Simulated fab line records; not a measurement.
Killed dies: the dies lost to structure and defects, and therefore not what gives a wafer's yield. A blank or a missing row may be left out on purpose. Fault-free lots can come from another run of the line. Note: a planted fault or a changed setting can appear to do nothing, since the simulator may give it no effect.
fab line records + flow n5_finfet
record
- lots=6
- wafers=18
- last_day=18
route steps=1938 shown BEOL_M5@1118 PASSIVATION@1936
lots that met no fault: taken from a fault-free run of the same line
start_h: the number of hours between the record's first day and the start of the first shown wafer of the lot + wait_h: hours from the lot's prior step to this one + " identical to the entry in the row above + L1.1+2: several wafers, shown together as one row + - either no value or no given start + * or withheld: withheld + < > ~ a bound
route shown NAME@n: names a module that has steps shown in the file, with the first one's number in the route + usual: the fault-free wafers' mean and standard deviation + same: alike in all rows + chamber/n: place in a boat + sites: readings site by site + _std_site: the standard deviation of these + _edge_site: the outer-site mean with the inner-site mean subtracted + radius_mm: for every site, how far away it sits from the centre of the wafer + mask NAME#n: copy n + behind: the tool/chamber that last shaped the wafer + hold: why the lot went on hold/how many hours it stayed there/how the hold came to an end + device: whichever transistor did not switch (one of n, p or np) + end of line: tests run on the same wafers once the route is complete + a step with no rows: only its recipe + killed: count of dies lost to structure and defects at first sort (not the wafer's yield) + map: per-die view of a wafer (x killed, . not killed, _ where there is no die)
set.NAME: the run value of the setting; set.NAME@STEP: its run value at that earlier step + model.NAME: the simulator's own value behind a step, which no gauge read
a table for each step, a row for each wafer; lots at some steps of the route
services: when a tool's chamber went out of use (start_h, in hours from the record's first day, below 0 if earlier), for how many hours, and the reason
## steps
# step N5_BEOL_M5_COAT_60
# recipe
- resist=SiARC
- temp_c=220
- time_s=60
- spin_rpm=1500
- resist_thk_nm=12
# step N5_BEOL_M5_COAT_71
# recipe
- resist=underlayer
- temp_c=205
- time_s=60
- spin_rpm=1500
- resist_thk_nm=5
# step N5_BEOL_M5_COAT_05
# recipe
- resist=CAR-EUV
- spin_rpm=1500
- resist_thk_nm=30
# step N5_BEOL_M5_EBR_07
# recipe
- solvent=PGMEA
- ebr_width_mm=1.5
# step N5_BEOL_M5_SOFTBAKE_06
# recipe
- temp_c=110
- time_s=60
- resist=CAR-EUV
# step N5_BEOL_M5_EXPOSE_08
# recipe
- mask_id=M5
- na=0.33
- source_shape=annular
- sigma_inner=0.4
- sigma_outer=0.8
- polarization=unpolarized
- target_cd_nm=28
- dose_mj=35.75
# step N5_BEOL_M5_PEB_09
# recipe
- peb_temp_c=100
- peb_time_s=60
- resist=CAR-EUV
# step N5_BEOL_M5_DEVELOP_10
# recipe
- develop_time_s=30
- developer=TMAH
- resist=CAR-EUV
- rinse_liquid=surfactant_rinse
- dry=air_spin
- dev_temp_c=23
# step N5_BEOL_M5_CD_MEAS_11
# recipe
- target_cd_nm=27.74
- landing_energy_ev=500
- detector=se_inlens
# usual
- cd_nm=27.98/0.27
| lot.wafer | tool      | chamber | start_h | wait_h | cd_nm |
|-----------|-----------|---------|---------|--------|-------|
| L651.1    | cd_sem-02 | 0       | 200.38  | -      | 28.28 |
| L651.2    | "         | 0       | "       | "      | 27.59 |
| L651.4    | "         | 0       | "       | "      | 27.66 |
| L652.1    | cd_sem-01 | 0       | 217.90  | -      | 28.41 |
| L652.4    | "         | 0       | "       | "      | 27.96 |
| L652.5    | "         | 0       | "       | "      | 28.39 |
| L653.4    | cd_sem-01 | 0       | 220.92  | -      | 27.45 |
| L653.5    | "         | 0       | "       | "      | 27.06 |
| L653.6    | "         | 0       | "       | "      | 27.62 |
| L657.2    | cd_sem-02 | 0       | 237.83  | -      | 27.83 |
| L657.3    | "         | 0       | "       | "      | 27.94 |
| L657.5    | "         | 0       | "       | "      | 28.06 |
| L669.1    | cd_sem-02 | 0       | 314.25  | -      | 28.06 |
| L669.3    | "         | 0       | "       | "      | 28.02 |
| L669.5    | "         | 0       | "       | "      | 27.90 |
| L668.1    | cd_sem-01 | 0       | 317.54  | -      | 27.93 |
| L668.4    | "         | 0       | "       | "      | 27.82 |
| L668.6    | "         | 0       | "       | "      | 28.06 |
# step N5_BEOL_M5_OVL_MEAS_12
# recipe
- points_per_wafer=522
# usual
- M5_OVL=-0.2/0.9
# same
- points_per_wafer=522
| lot.wafer | tool       | chamber | start_h | wait_h | M5_OVL[nm] |
|-----------|------------|---------|---------|--------|------------|
| L651.1    | overlay-02 | 0       | 200.41  | 0.0    | -1.6       |
| L651.2    | "          | 0       | "       | "      | -0.9       |
| L651.4    | "          | 0       | "       | "      | 0.1        |
| L652.1    | overlay-02 | 0       | 217.93  | 0.0    | 0.2        |
| L652.4    | "          | 0       | "       | "      | 1.3        |
| L652.5    | "          | 0       | "       | "      | 0.6        |
| L653.4    | overlay-02 | 0       | 221.00  | 0.1    | -1.3       |
| L653.5    | "          | 0       | "       | "      | -1.9       |
| L653.6    | "          | 0       | "       | "      | -1.3       |
| L657.2    | overlay-02 | 0       | 237.87  | 0.0    | 0.8        |
| L657.3    | "          | 0       | "       | "      | 0.9        |
| L657.5    | "          | 0       | "       | "      | 0.4        |
| L669.1    | overlay-02 | 0       | 314.28  | 0.0    | 0.9        |
| L669.3    | "          | 0       | "       | "      | 1.3        |
| L669.5    | "          | 0       | "       | "      | 1.2        |
| L668.1    | overlay-02 | 0       | 317.57  | 0.0    | 0.3        |
| L668.4    | "          | 0       | "       | "      | -0.1       |
| L668.6    | "          | 0       | "       | "      | -0.8       |
# step N5_BEOL_M5_INSPECT_13
# recipe
- mode=adi
- inspect_instrument=brightfield
# usual
- raw_defect_count=437/110
| lot.wafer | tool              | chamber | start_h | wait_h | raw_defect_count |
|-----------|-------------------|---------|---------|--------|------------------|
| L651.1    | defect_inspect-02 | -       | 200.47  | 0.1    | 337              |
| L651.2    | "                 | -       | "       | "      | 389              |
| L651.4    | "                 | -       | "       | "      | 482              |
| L652.1    | defect_inspect-02 | -       | 217.99  | 0.1    | 379              |
| L652.4    | "                 | -       | "       | "      | 428              |
| L652.5    | "                 | -       | "       | "      | 415              |
| L653.4    | defect_inspect-02 | -       | 221.04  | 0.0    | 568              |
| L653.5    | "                 | -       | "       | "      | 359              |
| L653.6    | "                 | -       | "       | "      | 476              |
| L657.2    | defect_inspect-01 | -       | 237.93  | 0.0    | 353              |
| L657.3    | "                 | -       | "       | "      | 371              |
| L657.5    | "                 | -       | "       | "      | 412              |
| L669.1    | defect_inspect-01 | -       | 314.34  | 0.1    | 328              |
| L669.3    | "                 | -       | "       | "      | 370              |
| L669.5    | "                 | -       | "       | "      | 393              |
| L668.1    | defect_inspect-01 | -       | 317.63  | 0.1    | 321              |
| L668.4    | "                 | -       | "       | "      | 376              |
| L668.6    | "                 | -       | "       | "      | 391              |
# step N5_BEOL_M5_DESCUM_16
# recipe
- chemistry=O2
- time_s=7
- source_power_w=50
- bias_power_w=20
- pressure_mtorr=20
- rf_frequency_hz=2.712e+07
- temp_c=40
- resist=CAR-EUV
- o2_flow_sccm=225
# usual
- drypump_motor_current_A=5.80/0.26
- oes_product_au=0.79/0.084
- rf_vpp_V=243.2/1.4
- showerhead_plenum_p_Torr=2.10/0.076
- throttle_valve_pct=20.35/0.3
| lot.wafer | tool        | chamber | start_h | wait_h | drypump_motor_current_A | oes_product_au | rf_hours_counter_h | rf_vpp_V | showerhead_plenum_p_Torr | throttle_valve_pct |
|-----------|-------------|---------|---------|--------|-------------------------|----------------|--------------------|----------|--------------------------|--------------------|
| L651.1    | rie_diel-05 | 1       | 200.50  | 0.0    | 5.91                    | 0.70           | 215                | 242.8    | 2.17                     | 20.88              |
| L651.2    | "           | 0       | "       | "      | 5.64                    | 0.96           | 8                  | 245.4    | 2.13                     | 19.82              |
| L651.4    | "           | 1       | "       | "      | 5.94                    | 0.70           | -                  | 244.4    | 2.18                     | 20.89              |
| L652.1    | rie_diel-03 | 1       | 218.03  | 0.0    | 6.31                    | 0.72           | 176                | 244.9    | 2.18                     | 20.17              |
| L652.4    | "           | 2       | "       | "      | 5.71                    | 0.87           | 60                 | 244.2    | 2.22                     | 20.06              |
| L652.5    | "           | 0       | "       | "      | 5.62                    | 0.90           | -                  | 242.1    | 2.15                     | 20.37              |
| L653.4    | rie_diel-05 | 0       | 221.12  | 0.1    | 5.64                    | 0.93           | 15                 | 243.5    | 2.13                     | 19.83              |
| L653.5    | "           | 2       | "       | "      | 6.06                    | 0.71           | -                  | 242.3    | 1.97                     | 20.59              |
| L653.6    | "           | 3       | "       | "      | 5.61                    | 0.88           | -                  | 244.4    | 2.11                     | 20.30              |
| L657.2    | rie_diel-05 | 1       | 238.11  | 0.2    | 5.92                    | 0.69           | 226                | 245.0    | 2.17                     | 20.91              |
| L657.3    | "           | 2       | "       | "      | 6.04                    | 0.69           | 218                | 239.1    | 1.97                     | 20.60              |
| L657.5    | "           | 2       | "       | "      | 6.01                    | 0.69           | -                  | 239.4    | 1.97                     | 20.61              |
| L669.1    | rie_diel-03 | 0       | 314.54  | 0.2    | 5.59                    | 0.85           | 84                 | 243.2    | 2.14                     | 20.41              |
| L669.3    | "           | 2       | "       | "      | 5.71                    | 0.84           | 96                 | 244.0    | 2.20                     | 20.11              |
| L669.5    | "           | 3       | "       | "      | 5.45                    | 0.75           | -                  | 242.9    | 2.00                     | 20.56              |
| L668.1    | rie_diel-06 | 3       | 317.86  | 0.2    | 5.82                    | 0.81           | 87                 | 243.2    | 2.02                     | 20.01              |
| L668.4    | "           | 2       | "       | "      | 5.86                    | 0.73           | 195                | 242.5    | 2.08                     | 20.67              |
| L668.6    | "           | 2       | "       | "      | 5.85                    | 0.73           | -                  | 244.3    | 2.08                     | 20.68              |
# step N5_BEOL_M5_ETCH_72
# recipe
- chemistry=N2/H2
- target=underlayer
- target_depth_a=65
- mask_material=CAR-EUV
- time_s=5.2
- ion_energy_ev=200
- pressure_mtorr=30
- source_w=840
- bias_w=150
- n2_flow_sccm=200
- h2_flow_sccm=200
- ends=cleared
# usual
- bias_w=150.0/0.46
- drypump_motor_current_A=5.81/0.26
- etch_rf_on_time_s=5.21/0.15
- oes_product_au=0.67/0.072
- rf_fwd_power_W=819.1/2.2
- rf_vpp_V=524.3/2.6
- showerhead_plenum_p_Torr=2.56/0.082
- throttle_valve_pct=17.8/0.33
| lot.wafer | tool        | chamber | start_h | wait_h | bias_w | drypump_motor_current_A | etch_rf_on_time_s | oes_product_au | rf_fwd_power_W | rf_hours_counter_h | rf_vpp_V | showerhead_plenum_p_Torr | throttle_valve_pct |
|-----------|-------------|---------|---------|--------|--------|-------------------------|-------------------|----------------|----------------|--------------------|----------|--------------------------|--------------------|
| L651.1    | rie_diel-05 | 1       | 200.54  | 0.0    | 150.5  | 5.92                    | 5.31              | 0.57           | 819.2          | 215                | 524.8    | 2.62                     | 18.3               |
| L651.2    | "           | 0       | "       | "      | 150.0  | 5.65                    | 5.31              | 0.79           | 820.8          | 8                  | 527.2    | 2.60                     | 17.3               |
| L651.4    | "           | 1       | "       | "      | 150.3  | 5.91                    | 5.35              | 0.58           | 821.2          | -                  | 525.3    | 2.62                     | 18.2               |
| L652.1    | rie_diel-03 | 1       | 218.06  | 0.0    | 150.3  | 6.32                    | 5.64              | 0.58           | 819.2          | 176                | 526.1    | 2.64                     | 17.6               |
| L652.4    | "           | 2       | "       | "      | 149.7  | 5.70                    | 5.12              | 0.73           | 816.6          | 60                 | 524.4    | 2.69                     | 17.5               |
| L652.5    | "           | 0       | "       | "      | 150.4  | 5.62                    | 5.09              | 0.76           | 820.9          | -                  | 524.6    | 2.61                     | 17.9               |
| L653.4    | rie_diel-05 | 0       | 221.16  | 0.0    | 150.3  | 5.63                    | 4.42              | 0.86           | 1018.6         | 15                 | 487.1    | 2.60                     | 17.4               |
| L653.5    | "           | 2       | "       | "      | 150.0  | 6.01                    | 4.41              | 0.64           | 1019.4         | -                  | 483.8    | 2.43                     | 18.3               |
| L653.6    | "           | 3       | "       | "      | 150.2  | 5.61                    | 4.25              | 0.84           | 1020.8         | -                  | 490.7    | 2.58                     | 17.7               |
| L657.2    | rie_diel-05 | 1       | 238.15  | 0.0    | 149.4  | 5.92                    | 4.42              | 0.65           | 1017.7         | 226                | 489.6    | 2.62                     | 18.3               |
| L657.3    | "           | 2       | "       | "      | 150.1  | 6.07                    | 4.50              | 0.65           | 1023.4         | 218                | 482.9    | 2.42                     | 18.3               |
| L657.5    | "           | 2       | "       | "      | 150.5  | 6.07                    | 4.49              | 0.64           | 1022.2         | -                  | 483.9    | 2.42                     | 18.2               |
| L669.1    | rie_diel-03 | 0       | 314.57  | 0.0    | 150.8  | 5.64                    | 5.05              | 0.73           | 819.7          | 84                 | 524.5    | 2.59                     | 18.0               |
| L669.3    | "           | 2       | "       | "      | 149.5  | 5.72                    | 5.04              | 0.71           | 821.0          | 96                 | 527.2    | 2.67                     | 17.5               |
| L669.5    | "           | 3       | "       | "      | 150.4  | 5.45                    | 5.27              | 0.64           | 816.5          | -                  | 520.8    | 2.46                     | 18.2               |
| L668.1    | rie_diel-06 | 3       | 317.89  | 0.0    | 149.6  | 5.84                    | 5.18              | 0.70           | 821.9          | 87                 | 521.4    | 2.45                     | 17.4               |
| L668.4    | "           | 2       | "       | "      | 150.6  | 5.84                    | 5.07              | 0.62           | 819.5          | 195                | 524.3    | 2.53                     | 18.2               |
| L668.6    | "           | 2       | "       | "      | 150.6  | 5.85                    | 4.99              | 0.63           | 816.8          | -                  | 522.0    | 2.53                     | 18.2               |
# step N5_BEOL_M5_ETCH_61
# recipe
- chemistry=CF4
- target=SiARC
- target_depth_a=156
- mask_material=CAR-EUV
- time_s=26
- ion_energy_ev=80
- pressure_mtorr=40
- source_w=545
- bias_w=36
- Ar_flow_sccm=100
- cf4_flow_sccm=100
- ends=cleared
# usual
- bias_w=35.99/0.11
- drypump_motor_current_A=5.80/0.26
- etch_rf_on_time_s=26.0/0.68
- oes_product_au=0.67/0.071
- rf_fwd_power_W=532.2/2.4
- rf_vpp_V=184.1/1.2
- showerhead_plenum_p_Torr=2.15/0.069
- throttle_valve_pct=15.56/0.28
| lot.wafer | tool        | chamber | start_h | wait_h | bias_w | drypump_motor_current_A | etch_rf_on_time_s | oes_product_au | rf_fwd_power_W | rf_hours_counter_h | rf_vpp_V | showerhead_plenum_p_Torr | throttle_valve_pct |
|-----------|-------------|---------|---------|--------|--------|-------------------------|-------------------|----------------|----------------|--------------------|----------|--------------------------|--------------------|
| L651.1    | rie_diel-05 | 1       | 200.55  | 0.0    | 35.91  | 5.89                    | 26.3              | 0.59           | 529.3          | 215                | 185.3    | 2.21                     | 15.97              |
| L651.2    | "           | 0       | "       | "      | 36.08  | 5.63                    | 26.8              | 0.79           | 530.1          | 8                  | 184.7    | 2.20                     | 15.11              |
| L651.4    | "           | 1       | "       | "      | 36.00  | 5.88                    | 26.2              | 0.59           | 533.7          | -                  | 182.2    | 2.21                     | 15.96              |
| L652.1    | rie_diel-03 | 1       | 218.08  | 0.0    | 35.77  | 6.34                    | 27.5              | 0.60           | 535.8          | 176                | 184.7    | 2.21                     | 15.32              |
| L652.4    | "           | 2       | "       | "      | 36.04  | 5.69                    | 25.2              | 0.75           | 532.7          | 60                 | 185.8    | 2.27                     | 15.33              |
| L652.5    | "           | 0       | "       | "      | 35.88  | 5.65                    | 25.1              | 0.76           | 530.8          | -                  | 184.2    | 2.19                     | 15.47              |
| L653.4    | rie_diel-05 | 0       | 221.18  | 0.0    | 35.99  | 5.65                    | 26.4              | 0.78           | 532.9          | 15                 | 185.1    | 2.19                     | 15.14              |
| L653.5    | "           | 2       | "       | "      | 35.90  | 6.06                    | 26.3              | 0.59           | 532.1          | -                  | 183.0    | 2.04                     | 15.96              |
| L653.6    | "           | 3       | "       | "      | 35.85  | 5.63                    | 25.2              | 0.76           | 530.6          | -                  | 183.2    | 2.18                     | 15.52              |
| L657.2    | rie_diel-05 | 1       | 238.16  | 0.0    | 35.84  | 5.90                    | 26.1              | 0.59           | 531.4          | 226                | 182.9    | 2.21                     | 16.00              |
| L657.3    | "           | 2       | "       | "      | 35.85  | 6.09                    | 26.1              | 0.59           | 530.1          | 218                | 181.9    | 2.04                     | 15.97              |
| L657.5    | "           | 2       | "       | "      | 35.81  | 6.00                    | 26.3              | 0.59           | 533.0          | -                  | 182.0    | 2.04                     | 15.98              |
| L669.1    | rie_diel-03 | 0       | 314.59  | 0.0    | 35.94  | 5.59                    | 25.6              | 0.72           | 529.3          | 84                 | 184.9    | 2.17                     | 15.54              |
| L669.3    | "           | 2       | "       | "      | 35.98  | 5.70                    | 25.5              | 0.71           | 529.6          | 96                 | 183.7    | 2.26                     | 15.41              |
| L669.5    | "           | 3       | "       | "      | 35.94  | 5.46                    | 26.4              | 0.64           | 533.4          | -                  | 182.3    | 2.06                     | 15.78              |
| L668.1    | rie_diel-06 | 3       | 317.91  | 0.0    | 35.84  | 5.88                    | 26.2              | 0.69           | 534.5          | 87                 | 183.2    | 2.07                     | 15.23              |
| L668.4    | "           | 2       | "       | "      | 35.97  | 5.85                    | 25.7              | 0.63           | 531.5          | 195                | 183.2    | 2.12                     | 15.81              |
| L668.6    | "           | 2       | "       | "      | 35.76  | 5.85                    | 26.0              | 0.62           | 531.6          | -                  | 183.5    | 2.12                     | 15.82              |
# step N5_PASSIVATION_PROBE_49
# usual
- defect_limited_yield=91.5/1.5
- killed_at_M0_to_M3=33/10
- killed_at_M4_up=15/6.4
- killed_at_contacts=12/5.4
- killed_at_front_end=38/9.8
- killed_at_other=4/3.1
- killed_dies=101/18
- killed_open=67/14
- killed_short=33/7.9
- sort_bin_5_function=5.0/1
- sort_bin_6_memory=3.2/0.67
- sort_n_pass=1079/18
- sort_yield_pct=91.5/1.5
# same
- gross_dies=1180
- killed_at_back_side=0
- sort_bin_4_leakage[%]=0
- sort_bin_8_speed[%]=0
| lot.wafer | tool      | chamber | start_h | wait_h | defect_limited_yield[%] | killed_at_M0_to_M3 | killed_at_M4_up | killed_at_contacts | killed_at_front_end | killed_at_other | killed_dies | killed_open | killed_short | sort_bin_5_function[%] | sort_bin_6_memory[%] | sort_n_pass | sort_yield_pct[%] |
|-----------|-----------|---------|---------|--------|-------------------------|--------------------|-----------------|--------------------|---------------------|-----------------|-------------|-------------|--------------|------------------------|----------------------|-------------|-------------------|
| L653.4    | prober-02 | -       | 337.95  | 0.2    | 92.7                    | 25                 | 21              | 9                  | 29                  | 2               | 86          | 59          | 25           | 4.2                    | 3.0                  | 1094        | 92.7              |
| L653.5    | prober-02 | -       | 338.00  | 0.2    | 91.8                    | 26                 | 8               | 19                 | 40                  | 4               | 97          | 67          | 26           | 4.7                    | 3.2                  | 1083        | 91.8              |
| L653.6    | prober-02 | -       | 338.05  | 0.3    | 91.0                    | 36                 | 23              | 3                  | 41                  | 3               | 106         | 70          | 34           | 5.7                    | 3.2                  | 1074        | 91.0              |
| L657.2    | prober-01 | -       | 350.61  | 0.1    | 92.2                    | 11                 | 23              | 15                 | 42                  | 1               | 92          | 58          | 34           | 4.4                    | 3.2                  | 1088        | 92.2              |
| L657.3    | prober-01 | -       | 350.66  | 0.1    | 91.9                    | 29                 | 19              | 5                  | 34                  | 8               | 95          | 59          | 35           | 4.7                    | 3.1                  | 1085        | 91.9              |
| L657.5    | prober-01 | -       | 350.76  | 0.2    | 93.2                    | 24                 | 17              | 5                  | 30                  | 4               | 80          | 50          | 30           | 4.0                    | 2.5                  | 1100        | 93.2              |
# killed by level:class
L653.4 BEOL_M4:geometric_particle:open=9 MOL_CONTACT_COAG:geometric_particle:open=7 BEOL_M3:geometric_particle:open=7 DUMMY_GATE:geometric_particle:open=6 GATE_CUT:geometric_particle:short=5 BEOL_M0_SAQP:geometric_particle:short=5 BEOL_M0:geometric_particle:open=5 FIN_SAQP:geometric_particle:short=4
L653.5 MOL_CONTACT_COAG:geometric_particle:open=16 FIN_SAQP:geometric_particle:open=9 BEOL_M0:geometric_particle:open=7 STI_FIN_REVEAL:geometric_particle:open=6 FIN_SAQP:geometric_particle:short=5 BEOL_M0_SAQP:geometric_particle:short=5 BEOL_M3:geometric_particle:open=5 STARTING-WAFER:geometric_particle:short=5
L653.6 BEOL_M0_SAQP:geometric_particle:open=11 BEOL_M0_SAQP:geometric_particle:short=10 BEOL_M4:geometric_particle:open=10 STI_FIN_REVEAL:geometric_particle:open=9 FIN_SAQP:geometric_particle:short=7 GATE_CUT:geometric_particle:short=6 BEOL_M3:geometric_particle:open=5 STARTING-WAFER:geometric_particle:open=5
L657.2 FIN_SAQP:geometric_particle:open=13 FIN_SAQP:geometric_particle:short=11 MOL_CONTACT_COAG:geometric_particle:open=11 BEOL_M4:geometric_particle:open=11 GATE_CUT:geometric_particle:short=5 STI_FIN_REVEAL:geometric_particle:open=4 MOL_CONTACT_COAG:geometric_particle:short=4 BEOL_M5:geometric_particle:short=4
L657.3 FIN_SAQP:geometric_particle:short=11 BEOL_M2:geometric_particle:open=9 FIN_SAQP:geometric_particle:open=8 BEOL_M1:geometric_particle:open=6 BEOL_M3:geometric_particle:open=6 BEOL_M5:geometric_particle:open=6 MOL_CONTACT_COAG:geometric_particle:open=4 BEOL_M4:geometric_particle:open=4
L657.5 BEOL_M0_SAQP:geometric_particle:short=7 BEOL_M4:geometric_particle:open=7 FIN_SAQP:geometric_particle:short=6 FIN_SAQP:geometric_particle:open=5 BEOL_M0_SAQP:geometric_particle:open=5 STARTING-WAFER:geometric_particle:open=5 STI_FIN_REVEAL:geometric_particle:open=4 BEOL_M1:geometric_particle:open=4
## services
| tool        | chamber | start_h | hours | kind   |
|-------------|---------|---------|-------|--------|
| rie_diel-03 | 3       | 181.91  | 13.3  | repair |
| rie_diel-05 | 3       | 199.25  | 6.7   | repair |
| rie_diel-05 | -       | 215.61  | 0.7   | repair |
| rie_diel-05 | 3       | 239.24  | 9.6   | repair |
| rie_diel-06 | 2       | 252.13  | 10.8  | repair |
| rie_diel-06 | 0       | 256.55  | 7.3   | repair |
| rie_diel-06 | 1       | 257.61  | 3.4   | repair |
| rie_diel-03 | 1       | 264.32  | 8.9   | repair |
| rie_diel-05 | -       | 264.84  | 14.6  | pm     |
| rie_diel-06 | 3       | 291.33  | 1.9   | repair |
| rie_diel-05 | 1       | 312.03  | 4.2   | repair |
## key
first_sign
- step=N5_BEOL_M5_ETCH_72
- reading=rf_fwd_power_W
- direction=up
- sigmas=91
- usual=*
- struck=*
effect
- step=N5_BEOL_M5_ETCH_72
- reading=rf_vpp_V
- direction=down
- sigmas=14
- usual=524.3
- struck=486.3
met_at N5_BEOL_M5_ETCH_72
struck_wafers L653.4,L653.5,L653.6,L657.2,L657.3,L657.5
onset_between 200.54 221.16
fault
- kind=process_parameter_drift
- tool=rie_diel-05
- chamber=-
- onset_h=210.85
- steps=N5_BEOL_M5_ETCH_72
- channel=source_w
- offset=201.6
- shape=step
- end_h=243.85
- acts_in=these_recipes_only
- stated=840
